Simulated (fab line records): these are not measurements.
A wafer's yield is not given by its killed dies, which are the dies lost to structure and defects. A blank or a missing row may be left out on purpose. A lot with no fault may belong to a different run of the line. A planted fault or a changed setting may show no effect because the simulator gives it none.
fab line records | flow nand-harc
[record] lots = 13 | wafers = 38 | last-day = 33
route steps=1302 shown P_M1@306 P_M2@330
lots that met no fault: taken from a fault-free run of the same line
start-h: hours from the record's opening day to when the first of the lot's shown wafers began | wait-h: how many hours have passed since the lot's step before this one | " same as the row above | L1.1+2: a row that stands for several wafers | - no value, or no start given | * or withheld: withheld | < > ~ a bound
route shown NAME@n: names a module that has steps shown in the file, with the first one's number in the route | usual: mean and standard deviation over wafers with no fault | same: alike in all rows | chamber/n: place in a boat | sites: the reading at each site | _std_site: standard deviation of those values | _edge_site: the outer-site mean with the inner-site mean subtracted | radius-mm: how far each site lies from the wafer's centre | mask NAME#n: copy n | behind: the last tool/chamber to shape the wafer | hold: why the lot was held/for how many hours/how that ended | device: names the non-switching transistor (n, p or np) | end of line: tests run on the same wafers once the route is complete | a step with no rows: only its recipe | killed: not the wafer's yield, but the dies lost to structure and defects at the first sort | map: dies across one wafer; x = killed, . = not, _ = none there
set.NAME: the setting that was run; set.NAME@STEP: the one run at that earlier step | model.NAME: the simulator's own value behind a step, which no gauge read
one table for each step of the route and one row for each wafer, over a sample of lots
services: a tool's chamber out of use, with start hour (start-h, from the record's first day; less than 0 if before it), hours out, and reason
[[steps]]
[step NHARC_P_M1_PRE_CLEAN_30]
[recipe] time-s = 30 | temp-c = 280 | gas = H2/He
[usual] heater-power-w = 388/25
lot.wafer | tool           | chamber | start-h | wait-h | heater-power-w
L398.2    | pvd-sputter-03 | -       | -       | -      | 373
L398.3    | "              | -       | "       | "      | 414
L398.6    | "              | -       | "       | "      | 375
L399.2    | pvd-sputter-01 | -       | -       | -      | 373
L399.6    | "              | -       | "       | "      | 350
L399.5    | "              | -       | "       | "      | 410
L402.2    | pvd-sputter-01 | -       | -       | -      | 374
L402.3    | "              | -       | "       | "      | 386
L402.6    | "              | -       | "       | "      | 370
L403.2    | pvd-sputter-01 | -       | -       | -      | 413
L403.3    | "              | -       | "       | "      | 369
L403.6    | "              | -       | "       | "      | 387
L404.4    | pvd-sputter-03 | -       | -       | -      | 380
L404.6    | "              | -       | "       | "      | 362
L404.5    | "              | -       | "       | "      | 410
L406.1    | pvd-sputter-01 | -       | -       | -      | 366
L406.4    | "              | -       | "       | "      | 343
L406.6    | "              | -       | "       | "      | 373
L407.1    | pvd-sputter-01 | -       | -       | -      | 343
L407.4    | "              | -       | "       | "      | 405
L407.6    | "              | -       | "       | "      | 392
L408.1    | pvd-sputter-02 | -       | -       | -      | 412
L408.2    | "              | -       | "       | "      | 422
L408.6    | "              | -       | "       | "      | 449
L410.3    | pvd-sputter-03 | -       | -       | -      | 371
L410.2    | "              | -       | "       | "      | 359
L410.5    | "              | -       | "       | "      | 365
L415.1    | pvd-sputter-02 | -       | -       | -      | 406
L415.5    | "              | -       | "       | "      | 449
L417.2    | pvd-sputter-01 | -       | -       | -      | 365
L417.4    | "              | -       | "       | "      | 406
L417.5    | "              | -       | "       | "      | 378
L420.4    | pvd-sputter-02 | -       | -       | -      | 411
L420.5    | "              | -       | "       | "      | 388
L420.6    | "              | -       | "       | "      | 416
L421.4    | pvd-sputter-01 | -       | -       | -      | 345
L421.3    | "              | -       | "       | "      | 382
L421.5    | "              | -       | "       | "      | 347
[step NHARC_P_M1_INSPECT_27]
[usual] raw-defect-count = 314/120
lot.wafer | tool              | chamber | start-h | wait-h | raw-defect-count
L398.2    | defect-inspect-01 | -       | 124.69  | 0.0    | 165
L398.3    | "                 | -       | "       | "      | 261
L398.6    | "                 | -       | "       | "      | 127
L399.2    | defect-inspect-01 | -       | 137.52  | 0.0    | 131
L399.5    | "                 | -       | "       | "      | 332
L399.6    | "                 | -       | "       | "      | 129
L402.2    | defect-inspect-01 | -       | 168.55  | 0.0    | 354
L402.3    | "                 | -       | "       | "      | 356
L402.6    | "                 | -       | "       | "      | 374
L403.2    | defect-inspect-01 | -       | 178.14  | 0.0    | 628
L403.3    | "                 | -       | "       | "      | 257
L403.6    | "                 | -       | "       | "      | 435
L404.4    | defect-inspect-02 | -       | 192.20  | 0.0    | 317
L404.5    | "                 | -       | "       | "      | 283
L404.6    | "                 | -       | "       | "      | 271
L406.1    | defect-inspect-01 | -       | 214.63  | 0.0    | 225
L406.4    | "                 | -       | "       | "      | 156
L406.6    | "                 | -       | "       | "      | 237
L407.1    | defect-inspect-02 | -       | 226.68  | 0.0    | 328
L407.4    | "                 | -       | "       | "      | 291
L407.6    | "                 | -       | "       | "      | 281
L408.1    | defect-inspect-01 | -       | 235.15  | 0.0    | 382
L408.2    | "                 | -       | "       | "      | 285
L408.6    | "                 | -       | "       | "      | 645
L410.2    | defect-inspect-01 | -       | 250.24  | 0.0    | 395
L410.3    | "                 | -       | "       | "      | 615
L410.5    | "                 | -       | "       | "      | 411
L415.1    | defect-inspect-01 | -       | 297.79  | 0.0    | 204
L415.5    | "                 | -       | "       | "      | 357
L417.2    | defect-inspect-02 | -       | 324.62  | 0.0    | 183
L417.4    | "                 | -       | "       | "      | 314
L417.5    | "                 | -       | "       | "      | 276
L420.4    | defect-inspect-02 | -       | 353.94  | 0.0    | 284
L420.5    | "                 | -       | "       | "      | 494
L420.6    | "                 | -       | "       | "      | 221
L421.3    | defect-inspect-02 | -       | 362.48  | 0.0    | 342
L421.4    | "                 | -       | "       | "      | 312
L421.5    | "                 | -       | "       | "      | 217
[step NHARC_P_M2_INSPECT_11]
[usual] raw-defect-count = 5/3.2
lot.wafer | tool              | chamber | start-h | wait-h | raw-defect-count
L398.2    | defect-inspect-01 | -       | 126.21  | 0.0    | 6
L398.3    | "                 | -       | "       | "      | 7
L398.6    | "                 | -       | "       | "      | 2
L399.2    | defect-inspect-01 | -       | 139.02  | 0.0    | 4
L399.5    | "                 | -       | "       | "      | 5
L399.6    | "                 | -       | "       | "      | 1
L402.2    | defect-inspect-02 | -       | 170.07  | 0.0    | 3
L402.3    | "                 | -       | "       | "      | 2
L402.6    | "                 | -       | "       | "      | 3
L403.2    | defect-inspect-01 | -       | 179.66  | 0.0    | 3
L403.3    | "                 | -       | "       | "      | 3
L403.6    | "                 | -       | "       | "      | 3
L404.4    | defect-inspect-01 | -       | 193.89  | 0.0    | 8
L404.5    | "                 | -       | "       | "      | 4
L404.6    | "                 | -       | "       | "      | 2
L406.1    | defect-inspect-01 | -       | 216.15  | 0.0    | 4
L406.4    | "                 | -       | "       | "      | 6
L406.6    | "                 | -       | "       | "      | 3
L407.1    | defect-inspect-01 | -       | 228.33  | 0.0    | 7
L407.4    | "                 | -       | "       | "      | 12
L407.6    | "                 | -       | "       | "      | 8
L408.1    | defect-inspect-02 | -       | 236.53  | 0.0    | 4
L408.2    | "                 | -       | "       | "      | 11
L408.6    | "                 | -       | "       | "      | 4
L410.2    | defect-inspect-01 | -       | 251.73  | 0.0    | 2
L410.3    | "                 | -       | "       | "      | 8
L410.5    | "                 | -       | "       | "      | 1
L415.1    | defect-inspect-01 | -       | 299.18  | 0.0    | 3
L415.5    | "                 | -       | "       | "      | 6
L417.2    | defect-inspect-01 | -       | 326.33  | 0.0    | 10
L417.4    | "                 | -       | "       | "      | 4
L417.5    | "                 | -       | "       | "      | 3
L420.4    | defect-inspect-01 | -       | 355.33  | 0.0    | 8
L420.5    | "                 | -       | "       | "      | 4
L420.6    | "                 | -       | "       | "      | 5
L421.3    | defect-inspect-02 | -       | 364.00  | 0.0    | 3
L421.4    | "                 | -       | "       | "      | 1
L421.5    | "                 | -       | "       | "      | 4
[step NHARC_P_M2_ETCH_28]
[recipe] target-depth-a = 300 | over-etch-frac = 0.3 | time-s = 72.99 | ion-energy-ev = 150 | cf4-flow-sccm = 50 | n2-flow-sccm = 100 | ar-flow-sccm = 150 | rf-w = 300 | bias-w = 100 | chemistry = CF4/N2
[usual] drypump-motor-current-A = 5.8/0.42 | n2-flow-sccm = 100.0/0.31 | oes-product-au = 0.996/0.014 | rf-fwd-power-W = 297.5/1.1 | rf-vpp-V = 314.4/1.9 | showerhead-plenum-p-Torr = 2.64/0.1 | throttle-valve-pct = 19.794/0.0086
lot.wafer | tool        | chamber | start-h | wait-h | drypump-motor-current-A | n2-flow-sccm | oes-product-au | rf-fwd-power-W | rf-hours-counter-h | rf-vpp-V | showerhead-plenum-p-Torr | throttle-valve-pct
L398.3    | rie-diel-03 | 3       | 126.91  | -      | 5.4                     | 100.1        | 0.988          | 298.5          | 1                  | 313.2    | 2.55                     | 19.781
L398.2    | "           | 0       | "       | "      | 5.4                     | 100.2        | 0.989          | 299.6          | 1                  | 316.7    | 2.80                     | 19.798
L398.6    | "           | 3       | "       | "      | 5.3                     | 99.6         | 0.995          | 297.9          | -                  | 313.2    | 2.55                     | 19.796
L399.2    | rie-diel-05 | 3       | 139.74  | -      | 6.3                     | 100.0        | 1.012          | 299.1          | 5                  | 314.6    | 2.58                     | 19.805
L399.5    | "           | 1       | "       | "      | 6.3                     | 100.2        | 0.967          | 296.8          | -                  | 314.7    | 2.65                     | 19.806
L399.6    | "           | 2       | "       | "      | 5.7                     | 100.7        | 0.987          | 298.1          | -                  | 315.0    | 2.72                     | 19.789
L402.2    | rie-diel-05 | 1       | 170.77  | -      | 6.3                     | 100.1        | 0.991          | 297.4          | 5                  | 313.9    | 2.65                     | 19.785
L402.3    | "           | 2       | "       | "      | 5.7                     | 99.8         | 0.988          | 296.4          | 5                  | 316.7    | 2.72                     | 19.776
L402.6    | "           | 2       | "       | "      | 5.7                     | 99.5         | 0.985          | 297.3          | -                  | 315.7    | 2.72                     | 19.801
L403.2    | rie-diel-03 | 1       | 180.43  | -      | 5.7                     | 99.8         | 1.013          | 297.9          | 3                  | 314.5    | 2.61                     | 19.779
L403.3    | "           | 0       | "       | "      | 5.3                     | 99.6         | 0.992          | 299.9          | 3                  | 317.5    | 2.80                     | 19.780
L403.6    | "           | 1       | "       | "      | 5.7                     | 100.0        | 1.007          | 297.4          | -                  | 313.6    | 2.61                     | 19.789
L404.4    | rie-diel-05 | 3       | 194.59  | -      | 6.3                     | 99.7         | 1.008          | 298.4          | 8                  | 314.1    | 2.58                     | 19.785
L404.6    | "           | 3       | "       | "      | 6.3                     | 99.6         | 1.003          | 297.7          | -                  | 314.2    | 2.58                     | 19.784
L404.5    | "           | 0       | "       | "      | 5.3                     | 99.8         | 0.995          | 298.0          | -                  | 311.5    | 2.48                     | 19.800
L406.4    | rie-diel-05 | 3       | 216.83  | -      | 6.3                     | 99.9         | 1.008          | 298.4          | 11                 | 312.8    | 2.58                     | 19.800
L406.1    | "           | 1       | "       | "      | 6.3                     | 99.8         | 0.976          | 297.0          | 10                 | 314.3    | 2.65                     | 19.787
L406.6    | "           | 0       | "       | "      | 5.3                     | 99.8         | 1.000          | 297.0          | -                  | 312.6    | 2.48                     | 19.799
L407.1    | rie-diel-10 | 2       | 229.11  | -      | 5.6                     | 100.1        | 1.003          | 296.8          | 6                  | 316.8    | 2.79                     | 19.779
L407.6    | "           | 2       | "       | "      | 5.6                     | 100.1        | 1.010          | 296.7          | -                  | 316.2    | 2.79                     | 19.786
L407.4    | "           | 0       | "       | "      | 5.5                     | 99.8         | 1.002          | 298.0          | -                  | 317.6    | 2.81                     | 19.786
L408.2    | rie-diel-10 | 2       | 237.21  | -      | 5.6                     | 99.8         | 1.013          | 299.4          | 6                  | 318.6    | 2.79                     | 19.798
L408.1    | "           | 3       | "       | "      | 5.6                     | 100.0        | 1.011          | 297.1          | 11                 | 313.9    | 2.66                     | 19.793
L408.6    | "           | 3       | "       | "      | 5.6                     | 99.7         | 1.008          | 298.3          | -                  | 315.0    | 2.66                     | 19.801
L410.2    | rie-diel-05 | 1       | 252.42  | -      | 6.3                     | 100.3        | 0.973          | 297.6          | 0                  | 313.6    | 2.65                     | 19.797
L410.3    | "           | 2       | "       | "      | 5.8                     | 99.7         | 0.990          | 297.0          | 0                  | 315.9    | 2.71                     | 19.790
L410.5    | "           | 2       | "       | "      | 5.8                     | 99.6         | 1.002          | 296.9          | -                  | 316.9    | 2.71                     | 19.796
L415.1    | rie-diel-03 | 1       | 299.86  | -      | 5.7                     | 99.8         | 0.998          | 297.8          | 1                  | 314.4    | 2.61                     | 19.794
L415.5    | "           | 2       | "       | "      | 5.7                     | 99.7         | 0.875          | 297.0          | -                  | 312.5    | 2.55                     | 19.807
L417.2    | rie-diel-10 | 2       | 327.02  | -      | 5.6                     | 100.7        | 1.005          | 296.4          | 4                  | 316.3    | 2.79                     | 19.777
L417.4    | "           | 3       | "       | "      | 5.6                     | 99.6         | 1.020          | 298.0          | 5                  | 315.4    | 2.66                     | 19.791
L417.5    | "           | 0       | "       | "      | 5.5                     | 99.6         | 1.025          | 298.5          | -                  | 316.7    | 2.81                     | 19.820
L420.4    | rie-diel-05 | 2       | 356.03  | -      | 5.8                     | 99.9         | 1.002          | 296.3          | 6                  | 315.1    | 2.71                     | 19.797
L420.6    | "           | 3       | "       | "      | 6.3                     | 100.1        | 0.996          | 298.8          | -                  | 313.8    | 2.58                     | 19.789
L420.5    | "           | 0       | "       | "      | 5.3                     | 99.9         | 1.014          | 297.4          | -                  | 311.5    | 2.48                     | 19.797
L421.4    | rie-diel-05 | 2       | 364.68  | -      | 5.7                     | 100.1        | 0.986          | 296.9          | 7                  | 318.3    | 2.71                     | 19.800
L421.3    | "           | 3       | "       | "      | 6.3                     | 100.1        | 0.986          | 300.1          | 6                  | 314.3    | 2.58                     | 19.797
L421.5    | "           | 1       | "       | "      | 6.3                     | 100.3        | 0.964          | 297.4          | -                  | 315.9    | 2.65                     | 19.791
[[services]]
tool           | chamber | start-h | hours | kind
rie-diel-10    | 0       | 103.80  | 17.0  | repair
rie-diel-03    | -       | 104.30  | 9.0   | pm
pvd-sputter-02 | -       | 104.33  | 10.0  | pm
rie-diel-10    | 0       | 121.02  | 50.6  | repair
rie-diel-03    | -       | 132.70  | 1.8   | repair
rie-diel-03    | -       | 134.70  | 1.1   | repair
rie-diel-05    | -       | 137.59  | 0.8   | repair
rie-diel-10    | -       | 138.73  | 0.2   | repair
rie-diel-03    | 0       | 139.13  | 4.1   | repair
rie-diel-10    | 2       | 148.44  | 4.9   | repair
rie-diel-03    | -       | 150.65  | 0.3   | repair
pvd-sputter-03 | -       | 170.00  | 10.0  | pm
rie-diel-10    | 2       | 177.62  | 28.1  | repair
rie-diel-10    | 0       | 196.70  | 20.4  | repair
rie-diel-10    | 1       | 225.52  | 8.5   | repair
pvd-sputter-01 | -       | 229.59  | 10.0  | pm
rie-diel-05    | -       | 229.60  | 9.0   | pm
rie-diel-10    | -       | 242.50  | 9.0   | pm
rie-diel-05    | 3       | 260.27  | 7.1   | repair
rie-diel-10    | 0       | 274.55  | 6.6   | repair
pvd-sputter-03 | -       | 291.28  | 6.7   | repair
rie-diel-10    | -       | 340.96  | 2.3   | repair
pvd-sputter-03 | -       | 348.00  | 10.0  | pm
pvd-sputter-01 | -       | 364.08  | 2.7   | repair
[[key]]
[first-sign] step = NHARC_P_M2_ETCH_28 | reading = oes-product-au | direction = down | sigmas = 8.6 | usual = 0.996 | struck = 0.875
effect none on later readings
met-at NHARC_P_M2_ETCH_28
struck-lots L415
struck-wafers L415.5
sort-left-out L415.5
not-acting-at NHARC_P_M1_PRE_CLEAN_30,NHARC_P_M1_INSPECT_27,NHARC_P_M2_INSPECT_11
onset-between 180.43 299.86
[fault] kind = process-parameter-drift | tool = rie-diel-03 | chamber = - | onset-h = 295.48 | steps = NHARC_P_M2_ETCH_28 | channel = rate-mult | offset = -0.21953 | shape = step | end-h = 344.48 | scope = struck-wafers-only
// sort-left-out: the simulated sort isn't trusted on such a fault, so these wafers' sort isn't shown, and their yield isn't known
